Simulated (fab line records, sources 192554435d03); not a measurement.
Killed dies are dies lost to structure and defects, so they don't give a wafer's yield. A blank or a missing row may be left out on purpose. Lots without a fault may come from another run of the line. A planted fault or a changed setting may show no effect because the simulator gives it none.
fab line records | flow n5_finfet
record lots=5 wafers=15 last_day=18
route steps=1938 shown BEOL_M14@1761 BEOL_M15@1773
lots that met no fault: from a run of the same line without faults
start_h: hours from the record's first day to the start of the lot's first wafer shown | wait_h: hours since the lot's step before | " the same as in the row above | L1.1+2: a row that stands for several wafers | - no value, or no start given | * or withheld: withheld | < > ~ a bound
route shown NAME@n: a module of which the file shows steps, and the number in the route of the first | usual: mean/standard deviation of fault-free wafers | same: alike in all rows | chamber/n: place in a boat | sites: the reading at each site | _std_site: their standard deviation | _edge_site: outer sites' mean less inner sites' | radius_mm: how far each site lies from the wafer's centre | mask NAME#n: copy n | behind: the tool/chamber that last shaped the wafer | hold: why the lot was held/for how many hours/how that ended | device: the transistor (n, p or np) that didn't switch | end of line: the same wafers' tests at the end of the route | a step without rows: its recipe alone | killed: dies lost to structure and defects at the first sort, not the wafer's yield | map: a wafer's dies, x killed, . not, _ none there
set.NAME: the setting as run; set.NAME@STEP: as run at that earlier step | model.NAME: the simulator's own value behind a step, which no gauge read
lots at some steps of the route; a table a step, a row a wafer
services: from which hour (start_h, from the record's first day; less than 0 if before it) a tool's chamber was out of use, for how many hours, and why
## steps
# step N5_BEOL_M14_PRE_CLEAN_42
# recipe gas=H2/He time_s=30 temp_c=300
# usual heater_power_w=465/43
# columns lot.wafer tool chamber start_h wait_h heater_power_w
L075.4 pvd_sputter-01 - 244.21 0.0 476
L075.5 " - " " 386
L075.6 " - " " 494
L076.2 pvd_sputter-01 - 244.53 0.0 388
L076.5 " - " " 491
L076.6 " - " " 455
L081.1 pvd_sputter-03 - 275.91 0.0 503
L081.4 " - " " 543
L081.5 " - " " 380
L093.1 pvd_sputter-02 - 349.29 0.0 461
L093.5 " - " " 451
L093.6 " - " " 507
L096.2 pvd_sputter-02 - 401.72 0.0 471
L096.3 " - " " 466
L096.4 " - " " 501
# step N5_BEOL_M14_SPUTTER_43
# recipe material=TaN target_thk_a=150 temp_c=50 bias_v=168.6 power_w=15000 chamber_pressure_pa=0.12 time_s=24.19
# usual throttle_valve_pct=30.9/0.75
# columns lot.wafer tool chamber start_h wait_h throttle_valve_pct
L075.4 pvd_sputter-01 - 244.25 0.0 30.4
L075.5 " - " " 30.5
L075.6 " - " " 30.2
L076.2 pvd_sputter-01 - 244.57 0.0 30.6
L076.5 " - " " 30.5
L076.6 " - " " 31.3
L081.1 pvd_sputter-03 - 275.95 0.0 31.4
L081.4 " - " " 30.5
L081.5 " - " " 30.1
L093.1 pvd_sputter-02 - 349.33 0.0 30.1
L093.5 " - " " 30.2
L093.6 " - " " 32.2
L096.2 pvd_sputter-02 - 401.76 0.0 31.2
L096.3 " - " " 31.1
L096.4 " - " " 32.0
# step N5_BEOL_M14_SPUTTER_44
# recipe material=Ta target_thk_a=150 temp_c=50 bias_v=80 power_w=15000 chamber_pressure_pa=0.07 time_s=24.19
# usual throttle_valve_pct=30.9/0.74
# columns lot.wafer tool chamber start_h wait_h throttle_valve_pct
L075.4 pvd_sputter-01 - 244.33 0.0 30.6
L075.5 " - " " 30.5
L075.6 " - " " 30.4
L076.2 pvd_sputter-01 - 244.65 0.0 30.5
L076.5 " - " " 30.6
L076.6 " - " " 31.3
L081.1 pvd_sputter-03 - 276.03 0.0 31.3
L081.4 " - " " 30.4
L081.5 " - " " 29.9
L093.1 pvd_sputter-02 - 349.41 0.0 30.3
L093.5 " - " " 30.5
L093.6 " - " " 32.1
L096.2 pvd_sputter-02 - 401.84 0.0 31.0
L096.3 " - " " 31.3
L096.4 " - " " 32.0
# step N5_BEOL_M14_SPUTTER_45
# recipe material=Cu target_thk_a=1000 temp_c=-20 bias_v=60 power_w=26000 chamber_pressure_pa=0.13 time_s=16.67
# usual throttle_valve_pct=30.9/0.74
# columns lot.wafer tool chamber start_h wait_h throttle_valve_pct
L075.4 pvd_sputter-01 - 244.41 0.0 30.7
L075.5 " - " " 30.8
L075.6 " - " " 30.8
L076.2 pvd_sputter-01 - 244.73 0.0 30.5
L076.5 " - " " 30.4
L076.6 " - " " 31.3
L081.1 pvd_sputter-03 - 276.11 0.0 31.1
L081.4 " - " " 30.7
L081.5 " - " " 30.1
L093.1 pvd_sputter-02 - 349.49 0.0 30.4
L093.5 " - " " 30.0
L093.6 " - " " 32.1
L096.2 pvd_sputter-02 - 401.92 0.0 31.3
L096.3 " - " " 31.1
L096.4 " - " " 32.0
# step N5_BEOL_M14_ECD_47
# recipe material=Cu target_thk_a=12480
# columns lot.wafer tool chamber start_h wait_h
L075.4+5+6 ecd_cu-01 1,0,1 244.59 0.1
L076.2+5+6 ecd_cu-01 0,1,0 244.85 0.1
L081.1+4+5 ecd_cu-02 1,0,1 276.31 0.2
L093.1+5+6 ecd_cu-01 0,1,0 349.61 0.1
L096.2+3+4 ecd_cu-01 1,0,1 402.04 0.1
# step N5_BEOL_M14_ANNEAL_48
# recipe temp_c=225 time_s=90 ambient=N2
# usual anneal_temp_c_max=226.4/0.3 wafer_temp_C_max=225.77/0.23
# columns lot.wafer tool chamber start_h wait_h anneal_temp_c_max wafer_temp_C_max
L075.4 rtp_anneal-01 0 245.01 0.4 226.2 225.85
L075.5 " 0 " " 225.9 226.15
L075.6 " 0 " " 226.5 225.66
L076.2 rtp_anneal-02 0 245.29 0.4 226.6 225.70
L076.5 " 0 " " 226.1 226.16
L076.6 " 0 " " 226.5 225.62
L081.1 rtp_anneal-02 0 276.63 0.3 226.2 225.59
L081.4 " 0 " " 226.6 225.79
L081.5 " 0 " " 226.5 225.76
L093.1 rtp_anneal-02 0 349.80 0.1 226.4 225.78
L093.5 " 0 " " 226.4 225.49
L093.6 " 0 " " 226.6 225.46
L096.2 rtp_anneal-01 0 402.28 0.2 226.1 226.09
L096.3 " 0 " " 226.2 226.23
L096.4 " 0 " " 226.2 225.95
# step N5_BEOL_M14_CMP_49
# recipe stop_on=SiO2 t_overpolish_s=5.2 down_force_psi=2 platen_rpm=80 clearing_platen_down_force_psi=2 clearing_platen_rpm=80 post_cmp_clean=cu_alkaline target_thk_nm=560 clearing_platen_pad_velocity_m_s=1.5917 pad_velocity_m_s=1.5917
# usual barrier_field_endpoint_s=11.26/0.24 motor_current_A=8.0/0.73 overpolish_run_s=5.199/0.0094 time_to_endpoint_s=121/3.6
# columns lot.wafer tool chamber start_h wait_h barrier_field_endpoint_s motor_current_A overpolish_run_s time_to_endpoint_s
L075.4 cmp-03 3 245.25 0.2 11.06 7.0 5.197 118
L075.5 " 1 " " 10.93 7.5 5.202 116
L075.6 " 2 " " 10.97 7.1 5.206 119
L076.2 cmp-02 2 245.65 0.3 11.02 8.8 5.185 117
L076.5 " 3 " " 11.11 8.1 5.202 120
L076.6 " 0 " " 11.32 9.8 5.201 122
L081.4 cmp-03 3 276.93 0.1 10.89 7.2 5.202 115
L081.1 " 0 " " 11.00 8.9 5.189 115
L081.5 " 3 " " 11.39 6.8 5.192 123
L093.1 cmp-04 3 350.09 0.3 11.22 8.1 5.213 121
L093.5 " 3 " " 11.31 8.3 5.204 122
L093.6 " 0 " " 11.27 7.6 5.201 124
L096.2 cmp-04 3 402.53 0.2 11.06 7.8 5.200 118
L096.3 " 0 " " 11.42 7.7 5.197 122
L096.4 " 2 " " 11.26 8.7 5.195 119
# step N5_BEOL_M14_THK_MEAS_50
# recipe thk_meas_gauge=xrf reads=Cu_of_BEOL_M14_ECD_47
# usual M14_THK=550/8.3
# columns lot.wafer tool chamber start_h wait_h M14_THK[nm]
L075.4 film_metro-01 - 245.47 - 545
L075.5 " - " " 536
L075.6 " - " " 547
L076.2 film_metro-01 - 245.84 - 560
L076.5 " - " " 558
L076.6 " - " " 562
L081.1 film_metro-01 - 277.22 - 552
L081.4 " - " " 556
L081.5 " - " " 547
L093.1 film_metro-01 - 350.39 - 544
L093.5 " - " " 548
L093.6 " - " " 534
L096.2 film_metro-02 - 402.82 - 564
L096.3 " - " " 552
L096.4 " - " " 541
# step N5_BEOL_M14_PRE_CLEAN_52
# recipe gas=NH3 time_s=15 temp_c=withheld rf_power_w=300
# columns lot.wafer tool chamber start_h wait_h
L075.4+5+6 pecvd-03 0,1,2 245.51 0.0
L076.2+5+6 pecvd-03 0,2,0 245.90 0.1
L081.1+4+5 pecvd-03 2,1,0 277.26 0.0
L093.1+5+6 pecvd-01 2,2,1 350.42 0.0
L096.2+3+4 pecvd-03 2,0,2 402.86 0.0
# step N5_BEOL_M14_DEP_53
# recipe material=SiCN target_thk_a=500 temp_c=withheld precursor=3MS/NH3 pressure_torr=3 rf_w=675 time_s=17.8
# usual chamber_pressure_Torr=3.000/0.0064 showerhead_plenum_p_Torr=4.163/0.018 throttle_valve_pct=18.5/0.75
# columns lot.wafer tool chamber start_h wait_h chamber_pressure_Torr showerhead_plenum_p_Torr throttle_valve_pct
L075.4 pecvd-03 0 245.54 0.0 3.003 4.169 20.3
L075.5 " 1 " " 3.006 4.183 17.9
L075.6 " 2 " " 3.012 4.178 18.0
L076.2 pecvd-03 0 245.93 0.0 3.004 4.178 20.2
L076.5 " 2 " " 3.007 4.173 18.3
L076.6 " 0 " " 2.998 4.175 20.2
L081.1 pecvd-03 2 277.28 0.0 2.990 4.176 18.2
L081.4 " 1 " " 3.009 4.172 17.8
L081.5 " 0 " " 2.992 4.179 20.1
L093.1 pecvd-01 2 350.46 0.0 3.000 4.158 17.7
L093.5 " 2 " " 2.997 4.143 17.6
L093.6 " 1 " " 2.991 4.179 19.0
L096.2 pecvd-03 2 402.90 0.0 3.002 4.182 18.3
L096.3 " 0 " " 3.000 4.168 20.1
L096.4 " 2 " " 3.005 4.184 18.5
# step N5_BEOL_M14_RS_MEAS_54
# recipe thk_meas_gauge=four-point-probe reads=Cu_of_BEOL_M14_ECD_47+Ta_of_BEOL_M14_SPUTTER_44+TaN_of_BEOL_M14_SPUTTER_43
# usual M14_RS=0.0331/0.00048
# columns lot.wafer tool chamber start_h wait_h M14_RS[ohm/sq]
L075.4 film_metro-01 - 245.60 0.0 0.0333
L075.5 " - " " 0.0340
L075.6 " - " " 0.0332
L076.2 film_metro-02 - 246.00 0.1 0.0325
L076.5 " - " " 0.0325
L076.6 " - " " 0.0324
L081.1 film_metro-02 - 277.35 0.0 0.0334
L081.4 " - " " 0.0328
L081.5 " - " " 0.0333
L093.1 film_metro-01 - 350.55 0.1 0.0333
L093.5 " - " " 0.0331
L093.6 " - " " 0.0340
L096.2 film_metro-01 - 402.98 0.1 0.0324
L096.3 " - " " 0.0331
L096.4 " - " " 0.0337
# step N5_BEOL_M14_INSPECT_55
# recipe inspect_instrument=darkfield mode=post_dep
# usual raw_defect_count=65/24
# columns lot.wafer tool chamber start_h wait_h raw_defect_count
L075.4 defect_inspect-01 - 245.62 0.0 78
L075.5 " - " " 105
L075.6 " - " " 51
L076.2 defect_inspect-02 - 246.02 0.0 110
L076.5 " - " " 141
L076.6 " - " " 103
L081.1 defect_inspect-02 - 277.37 0.0 75
L081.4 " - " " 68
L081.5 " - " " 105
L093.1 defect_inspect-02 - 350.57 0.0 57
L093.5 " - " " 36
L093.6 " - " " 56
L096.2 defect_inspect-02 - 403.01 0.0 75
L096.3 " - " " 43
L096.4 " - " " 65
# step N5_BEOL_M15_ILD_DEP_00
# recipe material=SiO2 target_thk_a=16293 temp_c=400 precursor=TEOS/O2 pressure_torr=6.5 rf_w=900 teos_flow_sccm=161.4 gas=O2 flow_sccm=2650 time_s=346.1
# usual chamber_pressure_Torr=6.500/0.014 heater_power_w=557/93 showerhead_plenum_p_Torr=8.35/0.031 throttle_valve_pct=18.8/0.53
# columns lot.wafer tool chamber start_h wait_h chamber_pressure_Torr heater_power_w showerhead_plenum_p_Torr throttle_valve_pct
L075.4 pecvd-01 0 245.76 0.1 6.510 501 8.30 18.3
L075.5 " 0 " " 6.516 612 8.30 18.3
L075.6 " 1 " " 6.519 671 8.39 19.3
L076.2 pecvd-01 1 246.06 0.0 6.500 678 8.35 19.3
L076.5 " 0 " " 6.487 515 8.33 18.4
L076.6 " 1 " " 6.528 658 8.38 19.7
L081.1 pecvd-02 0 277.41 0.0 6.471 685 8.40 19.2
L081.4 " 0 " " 6.483 559 8.40 19.5
L081.5 " 1 " " 6.519 540 8.40 17.9
L093.1 pecvd-04 1 350.61 0.0 6.492 613 8.32 19.0
L093.5 " 0 " " 6.505 406 8.35 19.6
L093.6 " 1 " " 6.501 498 8.33 18.9
L096.2 pecvd-02 2 403.05 0.0 6.496 500 8.35 18.7
L096.3 " 0 " " 6.476 676 8.41 19.5
L096.4 " 0 " " 6.495 549 8.38 19.5
# step N5_BEOL_M15_THK_MEAS_01
# recipe reads=SiO2_of_BEOL_M15_ILD_DEP_00
# usual M15_ILD_THK=1634/20
# columns lot.wafer tool chamber start_h wait_h M15_ILD_THK[nm]
L075.4 film_metro-01 - 246.02 0.1 1645
L075.5 " - " " 1635
L075.6 " - " " 1652
L076.2 film_metro-02 - 246.42 0.3 1611
L076.5 " - " " 1626
L076.6 " - " " 1661
L081.1 film_metro-02 - 277.66 0.1 1612
L081.4 " - " " 1635
L081.5 " - " " 1648
L093.1 film_metro-02 - 350.86 0.1 1630
L093.5 " - " " 1639
L093.6 " - " " 1656
L096.2 film_metro-01 - 403.30 0.1 1602
L096.3 " - " " 1595
L096.4 " - " " 1606
# step N5_BEOL_M15_COAT_58
# recipe resist=BARC temp_c=205 time_s=60 spin_rpm=1500 resist_thk_nm=89
# columns lot.wafer tool chamber start_h wait_h
L075.4+5+6 litho_track-02 0 246.05 0.0
L076.2+5+6 litho_track-03 0 246.45 0.0
L081.1+4+5 litho_track-02 0 277.69 0.0
L093.1+5+6 litho_track-02 0 350.89 0.0
L096.2+3+4 litho_track-02 0 403.33 0.0
# step N5_BEOL_M15_COAT_04
# recipe spin_rpm=1704 resist_thk_nm=800
# columns lot.wafer tool chamber start_h wait_h
L075.4+5+6 litho_track-02 0 - -
L076.2+5+6 litho_track-03 0 - -
L081.1+4+5 litho_track-02 0 - -
L093.1+5+6 litho_track-02 0 - -
L096.2+3+4 litho_track-02 0 - -
# step N5_BEOL_M15_EBR_06
# recipe solvent=PGMEA ebr_width_mm=1.5
# columns lot.wafer tool chamber start_h wait_h
L075.4+5+6 litho_track-02 0 - -
L076.2+5+6 litho_track-03 0 - -
L081.1+4+5 litho_track-02 0 - -
L093.1+5+6 litho_track-02 0 - -
L096.2+3+4 litho_track-02 0 - -
# step N5_BEOL_M15_SOFTBAKE_05
# recipe temp_c=130 time_s=60
# columns lot.wafer tool chamber start_h wait_h
L075.4+5+6 litho_track-02 0 - -
L076.2+5+6 litho_track-03 0 - -
L081.1+4+5 litho_track-02 0 - -
L093.1+5+6 litho_track-02 0 - -
L096.2+3+4 litho_track-02 0 - -
# step N5_BEOL_M15_EXPOSE_07
# recipe mask_id=V14 na=0.8 source_shape=annular sigma_inner=0.5 sigma_outer=0.8 polarization=unpolarized attpsm_phase_deg=180 dose_mj=41.25
# columns lot.wafer tool chamber start_h wait_h mask
L075.4+5+6 krf_scanner-01 0 246.29 - V14#0
L076.2+5+6 krf_scanner-01 0 246.55 - V14#0
L081.1+4+5 krf_scanner-01 0 277.92 - V14#0
L093.1+5+6 krf_scanner-01 0 351.11 - V14#0
L096.2+3+4 krf_scanner-02 0 403.44 - V14#0
# step N5_BEOL_M15_PEB_08
# recipe peb_temp_c=130 peb_time_s=90
# columns lot.wafer tool chamber start_h wait_h
L075.4+5+6 litho_track-02 0 246.33 0.0
L076.2+5+6 litho_track-03 0 246.60 0.0
L081.1+4+5 litho_track-03 0 277.98 0.1
L093.1+5+6 litho_track-03 0 351.17 0.1
L096.2+3+4 litho_track-02 0 403.49 0.0
# step N5_BEOL_M15_DEVELOP_09
# recipe develop_time_s=45 rinse_liquid=diw dry=air_spin dev_temp_c=21
# columns lot.wafer tool chamber start_h wait_h
L075.4+5+6 litho_track-02 0 - -
L076.2+5+6 litho_track-03 0 - -
L081.1+4+5 litho_track-03 0 - -
L093.1+5+6 litho_track-03 0 - -
L096.2+3+4 litho_track-02 0 - -
# step N5_BEOL_M15_HARDBAKE_14
# recipe temp_c=130 time_s=120
# columns lot.wafer tool chamber start_h wait_h
L075.4+5+6 litho_track-02 0 - -
L076.2+5+6 litho_track-03 0 - -
L081.1+4+5 litho_track-03 0 - -
L093.1+5+6 litho_track-03 0 - -
L096.2+3+4 litho_track-02 0 - -
# step N5_BEOL_M15_CD_MEAS_10
# recipe target_cd_nm=360 landing_energy_ev=500 detector=se_inlens polarity=opening
# usual cd_nm=359.8/1.2
# columns lot.wafer tool chamber start_h wait_h cd_nm
L075.4 cd_sem-01 0 246.45 - 359.2
L075.5 " 0 " " 360.3
L075.6 " 0 " " 357.9
L076.2 cd_sem-01 0 246.72 - 358.5
L076.5 " 0 " " 357.9
L076.6 " 0 " " 358.0
L081.1 cd_sem-02 0 278.09 - 361.5
L081.4 " 0 " " 362.9
L081.5 " 0 " " 361.1
L093.1 cd_sem-03 0 351.29 - 360.9
L093.5 " 0 " " 361.0
L093.6 " 0 " " 359.6
L096.2 cd_sem-02 0 403.60 - 360.4
L096.3 " 0 " " 360.8
L096.4 " 0 " " 361.0
# step N5_BEOL_M15_OVL_MEAS_11
# recipe points_per_wafer=44
# usual V14_OVL=-3/5.8
# columns lot.wafer tool chamber start_h wait_h V14_OVL[nm]
L075.4 overlay-01 0 246.48 0.0 -9
L075.5 " 0 " " -8
L075.6 " 0 " " -12
L076.2 overlay-02 0 246.75 0.0 -9
L076.5 " 0 " " -9
L076.6 " 0 " " -5
L081.1 overlay-01 0 278.12 0.0 -7
L081.4 " 0 " " -13
L081.5 " 0 " " -8
L093.1 overlay-02 0 351.32 0.0 -7
L093.5 " 0 " " -12
L093.6 " 0 " " -6
L096.2 overlay-01 0 403.63 0.0 5
L096.3 " 0 " " 5
L096.4 " 0 " " 5
# step N5_BEOL_M15_INSPECT_12
# recipe mode=adi inspect_instrument=macro
# usual raw_defect_count=1.9/1.4
# columns lot.wafer tool chamber start_h wait_h raw_defect_count
L075.4 defect_inspect-01 - 246.50 0.0 2
L075.5 " - " " 0
L075.6 " - " " 2
L076.2 defect_inspect-02 - 246.77 0.0 1
L076.5 " - " " 3
L076.6 " - " " 1
L081.1 defect_inspect-02 - 278.15 0.0 1
L081.4 " - " " 1
L081.5 " - " " 1
L093.1 defect_inspect-02 - 351.34 0.0 1
L093.5 " - " " 4
L093.6 " - " " 1
L096.2 defect_inspect-02 - 403.66 0.0 1
L096.3 " - " " 3
L096.4 " - " " 1
# step N5_BEOL_M15_DESCUM_15
# recipe chemistry=O2 time_s=7.9 source_power_w=50 bias_power_w=20 pressure_mtorr=20 rf_frequency_hz=2.712e+07 temp_c=40 o2_flow_sccm=225
# usual drypump_motor_current_A=5.6/0.41 oes_product_au=0.78/0.082 rf_vpp_V=242.9/1.3 showerhead_plenum_p_Torr=2.07/0.062 throttle_valve_pct=20.49/0.25
# columns lot.wafer tool chamber start_h wait_h drypump_motor_current_A oes_product_au rf_hours_counter_h rf_vpp_V showerhead_plenum_p_Torr throttle_valve_pct
L075.4 rie_diel-04 2 246.55 0.0 6.5 0.92 - 242.8 2.04 20.61
L075.5 " 3 " " 5.1 0.75 - 243.0 2.09 20.71
L075.6 " 0 " " 5.6 0.81 - 242.7 2.04 20.55
L076.2 rie_diel-06 2 246.81 0.0 6.0 0.69 224 244.6 2.16 20.55
L076.5 " 3 " " 5.2 0.74 - 244.3 2.17 20.27
L076.6 " 2 " " 6.0 0.70 - 244.4 2.16 20.56
L081.1 rie_diel-05 3 278.36 0.2 5.6 0.80 117 242.0 2.02 20.24
L081.4 " 2 " " 5.1 0.83 75 243.3 2.11 20.31
L081.5 " 2 " " 5.1 0.84 - 244.0 2.11 20.30
L093.1 rie_diel-06 0 351.53 0.2 5.7 0.88 41 243.9 2.13 20.03
L093.5 " 1 " " 5.8 0.69 - 241.5 1.99 20.75
L093.6 " 0 " " 5.7 0.89 - 243.6 2.13 20.04
L096.2 rie_diel-06 0 403.69 0.0 5.7 0.86 57 242.4 2.12 20.05
L096.3 " 2 " " 6.0 0.94 14 244.6 2.14 20.23
L096.4 " 3 " " 5.2 0.69 235 245.4 2.15 20.35
# step N5_BEOL_M15_ETCH_59
# recipe chemistry=N2/H2 target=BARC target_depth_a=890 overetch_a=267 time_s=67.9 ion_energy_ev=200 pressure_mtorr=30 source_w=840 bias_w=150 n2_flow_sccm=200 h2_flow_sccm=200
# usual drypump_motor_current_A=5.6/0.41 oes_product_au=0.66/0.066 rf_vpp_V=523.3/2.3 showerhead_plenum_p_Torr=2.52/0.08 throttle_valve_pct=17.90/0.26
# columns lot.wafer tool chamber start_h wait_h drypump_motor_current_A oes_product_au rf_hours_counter_h rf_vpp_V showerhead_plenum_p_Torr throttle_valve_pct
L075.4 rie_diel-04 2 246.60 0.0 6.5 0.78 - 523.6 2.47 17.90
L075.5 " 3 " " 5.1 0.65 - 523.2 2.55 18.25
L075.6 " 0 " " 5.6 0.68 - 523.0 2.47 17.92
L076.2 rie_diel-06 2 246.84 0.0 5.9 0.60 224 525.0 2.62 17.93
L076.5 " 3 " " 5.2 0.63 - 527.0 2.63 17.64
L076.6 " 2 " " 6.0 0.60 - 526.7 2.62 17.94
L081.1 rie_diel-05 3 278.39 0.0 5.7 0.69 117 521.6 2.45 17.61
L081.4 " 2 " " 5.1 0.72 75 523.3 2.56 17.70
L081.5 " 2 " " 5.1 0.72 - 524.6 2.56 17.69
L093.1 rie_diel-06 0 351.56 0.0 5.7 0.75 41 526.2 2.60 17.54
L093.5 " 1 " " 5.8 0.60 - 520.4 2.41 18.05
L093.6 " 0 " " 5.8 0.76 - 525.0 2.60 17.53
L096.2 rie_diel-06 0 403.73 0.0 5.7 0.73 57 524.4 2.59 17.56
L096.3 " 2 " " 6.0 0.79 14 525.1 2.60 17.56
L096.4 " 3 " " 5.2 0.60 235 525.5 2.61 17.75
# step N5_BEOL_M15_VIA_ETCH_16
# recipe chemistry=C4F8/O2/Ar target=SiO2 he_inner_torr=15 he_outer_torr=30 target_depth_a=17922 time_s=withheld ion_energy_ev=800 pressure_mtorr=20 source_w=1905 bias_w=2040 Ar_flow_sccm=400 C4F8_flow_sccm=16 O2_flow_sccm=12 ends=cleared
# usual drypump_motor_current_A=5.6/0.41 oes_o_777_au=0.78/0.081 oes_product_au=0.70/0.074 rf_vpp_V=2222/23 showerhead_plenum_p_Torr=3.40/0.1 throttle_valve_pct=30.88/0.26
# columns lot.wafer tool chamber start_h wait_h drypump_motor_current_A oes_o_777_au oes_product_au rf_vpp_V showerhead_plenum_p_Torr throttle_valve_pct
L075.4 rie_diel-04 2 246.74 0.1 6.6 0.93 0.83 2197 3.35 31.06
L075.5 " 3 " " 5.1 0.76 0.68 2193 3.44 31.26
L075.6 " 0 " " 5.6 0.81 0.73 2230 3.34 30.99
L076.2 rie_diel-06 2 246.89 0.0 5.9 0.70 0.62 2263 3.54 30.90
L076.5 " 3 " " 5.2 0.73 0.66 2256 3.56 30.58
L076.6 " 2 " " 5.9 0.70 0.62 2265 3.54 30.90
L081.1 rie_diel-05 3 278.45 0.0 5.6 0.80 0.72 2206 3.31 30.49
L081.4 " 2 " " 5.1 0.83 0.75 2211 3.47 30.79
L081.5 " 2 " " 5.1 0.83 0.75 2211 3.47 30.76
L093.1 rie_diel-06 0 351.62 0.0 5.8 0.89 0.80 2240 3.49 30.52
L093.5 " 1 " " 5.8 0.70 0.62 2199 3.27 31.01
L093.6 " 0 " " 5.7 0.90 0.79 2239 3.49 30.51
L096.2 rie_diel-06 0 403.78 0.0 5.8 0.87 0.78 2241 3.49 30.51
L096.3 " 2 " " 5.9 0.92 0.84 2263 3.51 30.75
L096.4 " 3 " " 5.2 0.70 0.63 2251 3.53 30.64
# step N5_BEOL_M15_STRIP_63
# recipe chemistry=O2 power_w=600 temp_c=60 pressure_mtorr=30 rf_frequency_hz=6e+07 bias_power_w=0 overash_fraction=0.3 o2_flow_sccm=225
# usual drypump_motor_current_A=5.6/0.41 oes_product_au=0.78/0.082 rf_vpp_V=3.7/0.74 showerhead_plenum_p_Torr=2.08/0.062 throttle_valve_pct=16.74/0.25
# columns lot.wafer tool chamber start_h wait_h drypump_motor_current_A oes_product_au rf_hours_counter_h rf_vpp_V showerhead_plenum_p_Torr throttle_valve_pct
L075.4 rie_diel-04 2 - - 6.5 0.93 - 3.2 2.05 16.76
L075.5 " 3 " " 5.1 0.77 - 3.5 2.09 16.94
L075.6 " 0 " " 5.6 0.80 - 3.0 2.04 16.76
L076.2 rie_diel-06 2 - - 5.9 0.69 224 3.9 2.16 16.85
L076.5 " 3 " " 5.2 0.73 - 4.4 2.17 16.58
L076.6 " 2 " " 5.9 0.69 - 4.1 2.16 16.86
L081.1 rie_diel-05 3 - - 5.6 0.79 117 3.2 2.03 16.50
L081.4 " 2 " " 5.1 0.84 76 3.9 2.11 16.56
L081.5 " 2 " " 5.1 0.84 - 4.3 2.11 16.56
L093.1 rie_diel-06 0 - - 5.7 0.88 41 3.5 2.13 16.26
L093.5 " 1 " " 5.8 0.68 - 3.6 2.00 17.01
L093.6 " 0 " " 5.7 0.89 - 2.8 2.13 16.27
L096.2 rie_diel-06 0 - - 5.7 0.87 57 2.7 2.13 16.29
L096.3 " 2 " " 5.9 0.95 14 3.0 2.15 16.46
L096.4 " 3 " " 5.2 0.70 235 2.6 2.16 16.66
# step N5_BEOL_M15_STRIP_64
# recipe chemistry=O2 power_w=600 temp_c=60 pressure_mtorr=30 rf_frequency_hz=6e+07 bias_power_w=0 overash_fraction=0.3 o2_flow_sccm=225
# usual drypump_motor_current_A=5.6/0.41 oes_product_au=0.78/0.082 rf_vpp_V=3.6/0.55 showerhead_plenum_p_Torr=2.08/0.062 throttle_valve_pct=16.74/0.25
# columns lot.wafer tool chamber start_h wait_h drypump_motor_current_A oes_product_au rf_hours_counter_h rf_vpp_V showerhead_plenum_p_Torr throttle_valve_pct
L075.4 rie_diel-04 2 - - 6.5 0.92 - 3.3 2.05 16.78
L075.5 " 3 " " 5.1 0.76 - 3.4 2.09 16.96
L075.6 " 0 " " 5.6 0.82 - 3.1 2.04 16.74
L076.2 rie_diel-06 2 - - 5.9 0.70 224 3.7 2.16 16.84
L076.5 " 3 " " 5.2 0.72 - 3.4 2.17 16.57
L076.6 " 2 " " 5.9 0.69 - 4.6 2.16 16.83
L081.1 rie_diel-05 3 - - 5.6 0.79 117 3.0 2.03 16.48
L081.4 " 2 " " 5.1 0.85 76 3.9 2.11 16.56
L081.5 " 2 " " 5.1 0.84 - 3.9 2.11 16.55
L093.1 rie_diel-06 0 - - 5.7 0.88 41 3.5 2.13 16.26
L093.5 " 1 " " 5.8 0.70 - 3.8 2.00 17.00
L093.6 " 0 " " 5.7 0.89 - 4.9 2.13 16.26
L096.2 rie_diel-06 0 - - 5.7 0.86 58 3.5 2.13 16.29
L096.3 " 2 " " 5.9 0.94 14 2.9 2.15 16.44
L096.4 " 3 " " 5.2 0.71 235 4.4 2.16 16.66
# step N5_BEOL_M15_STRIP_65
# recipe chemistry=post_etch_residue_remover time_s=60 temp_c=25 remover_ph=withheld remover_water_wt_pct=withheld remover_fluoride_wt_pct=withheld
# columns lot.wafer tool chamber start_h wait_h
L075.4+5+6 wet_bench-05 6,3,7 246.97 -
L076.2+5+6 wet_bench-06 5,1,2 247.24 -
L081.1+4+5 wet_bench-05 0,3,5 278.80 -
L093.1+5+6 wet_bench-06 4,3,7 351.97 -
L096.2+3+4 wet_bench-06 3,7,5 404.13 -
# step N5_BEOL_M15_SRD_66
# recipe time_s=30 temp_c=23 rinse_liquid=diw dry=n2_spin spin_rpm=1500 dry_time_s=30
# columns lot.wafer tool chamber start_h wait_h
L075.4+5+6 wet_bench-05 6,3,7 246.99 0.0
L076.2+5+6 wet_bench-06 5,1,2 247.26 0.0
L081.1+4+5 wet_bench-05 0,3,5 278.82 0.0
L093.1+5+6 wet_bench-06 4,3,7 352.01 0.0
L096.2+3+4 wet_bench-06 3,7,5 404.15 0.0
# step N5_BEOL_M15_CD_MEAS_17
# recipe target_cd_nm=360 polarity=opening
# usual cd_nm=360.9/1.5
# columns lot.wafer tool chamber start_h wait_h cd_nm
L075.4 cd_sem-01 - 247.04 0.0 358.4
L075.5 " - " " 361.3
L075.6 " - " " 359.2
L076.2 cd_sem-02 - 247.31 0.0 360.5
L076.5 " - " " 359.3
L076.6 " - " " 360.3
L081.1 cd_sem-02 - 278.86 0.0 364.8
L081.4 " - " " 364.4
L081.5 " - " " 362.4
L093.1 cd_sem-02 - 352.06 0.0 362.4
L093.5 " - " " 361.6
L093.6 " - " " 363.2
L096.2 cd_sem-03 - 404.19 0.0 362.9
L096.3 " - " " 361.3
L096.4 " - " " 362.2
# step N5_BEOL_M15_COAT_56
# recipe resist=SOC temp_c=250 time_s=60 spin_rpm=1500 resist_thk_nm=550
# columns lot.wafer tool chamber start_h wait_h
L075.4+5+6 litho_track-03 0 247.08 0.0
L076.2+5+6 litho_track-02 0 247.35 0.0
L081.1+4+5 litho_track-03 0 278.89 0.0
L093.1+5+6 litho_track-03 0 352.10 0.0
L096.2+3+4 litho_track-02 0 404.23 0.0
## services
# columns tool chamber start_h hours kind
wet_bench-06 - 225.81 7.8 repair
cmp-04 - 229.25 4.0 pm
cmp-03 - 234.58 4.0 pm
krf_scanner-01 - 240.86 0.3 repair
pecvd-03 - 254.41 2.8 pm
cmp-03 - 263.00 0.4 repair
cmp-04 - 265.45 1.7 repair
rie_diel-04 - 284.96 14.6 pm
pecvd-01 - 296.54 5.5 pm
krf_scanner-01 - 304.80 1.3 pm
krf_scanner-01 - 311.29 2.5 repair
rtp_anneal-02 - 316.06 5.5 repair
krf_scanner-01 - 317.75 4.0 pm
wet_bench-05 - 320.55 9.5 repair
krf_scanner-01 - 331.34 1.0 pm
rie_diel-04 1 335.55 41.2 repair
pecvd-01 0 346.79 4.9 repair
pvd_sputter-02 - 347.06 1.0 repair
krf_scanner-01 - 359.31 0.8 pm
krf_scanner-01 - 365.81 9.1 repair
rie_diel-05 1 370.95 7.8 repair
pecvd-01 - 376.08 1.3 repair
rie_diel-05 1 399.82 1.3 repair
krf_scanner-01 - 400.79 5.9 repair
## key
fault none
